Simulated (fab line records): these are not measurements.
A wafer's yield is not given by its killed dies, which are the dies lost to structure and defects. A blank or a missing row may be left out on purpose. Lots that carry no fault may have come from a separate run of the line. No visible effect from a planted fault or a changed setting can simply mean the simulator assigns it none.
Matching of chambers	flow nandHarc	NHARC_A_CONTACT_ETCH_75 on rieDiel-01 has 4 sister chambers
The step etches the open film in CF4, target depth 39 nm, time 65 s. 15 wafers are shown with their chamber, then 7 later ones without.

## WAFERS PAIRED WITH THEIR CHAMBERS
wafer	chamber	showerheadPlenumPTorr (Torr)	drypumpMotorCurrentA (A)	rfVppV (V)
L839.1	0	1.80	6.18	151.3
L839.4	1	1.84	5.89	151.5
L839.6	2	1.84	5.71	152.9
L840.1	3	1.64	5.65	150.5
L840.2	2	1.84	5.69	153.3
L840.6	3	1.64	5.67	151.3
L841.1	1	1.84	5.93	152.1
L841.2	2	1.84	5.68	153.4
L841.3	3	1.64	5.69	150.7
L842.2	1	1.84	5.92	151.6
L842.4	0	1.80	6.17	151.5
L842.6	1	1.84	5.89	152.0
L846.3	1	1.84	5.89	152.0
L855.1	2	1.84	5.67	151.9
L855.4	0	1.79	6.16	151.7

SIGNATURES (averages over the wafers above)
reading	chamber 0	chamber 1	chamber 2	chamber 3	scatter within a chamber
showerheadPlenumPTorr	1.7967	1.8400	1.8400	1.6400	0.00246
drypumpMotorCurrentA	6.1700	5.9040	5.6875	5.6700	0.0176
rfVppV	151.500	151.840	152.875	150.833	0.44
Rule: a wafer lies at a distance from a chamber equal to the root of the sum of squares, over the readings, of (its reading less the chamber's mean, divided by the reading's scatter). If the next closest chamber is less than 2 further off than the closest, the wafer can't be placed; otherwise it belongs to the closest. The scatter: the root of (the sum of the squares of (reading less its chamber's mean) over the shown wafers, divided by (wafers less chambers)).

## WAFERS WHOSE CHAMBER IS MISSING
wafer	showerheadPlenumPTorr (Torr)	drypumpMotorCurrentA (A)	rfVppV (V)
L855.5	1.84	5.69	151.0
L856.2	1.79	6.16	150.6
L856.4	1.91	5.66	153.2
L856.6	1.79	6.16	152.4
L860.1	1.83	5.92	152.8
L860.4	1.91	5.67	153.5
L860.5	1.91	5.66	153.5

## EACH ONE'S CHAMBER
wafer	from the rows above	in truth
L855.5	2	2
L856.2	0	0
L856.4	2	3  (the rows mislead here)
L856.6	0	0
L860.1	1	1
L860.4	2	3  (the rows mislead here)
L860.5	2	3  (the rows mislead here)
Correctly placed: 4 of 7. Number that these rows cannot place: 0. Number placed wrongly: 3.
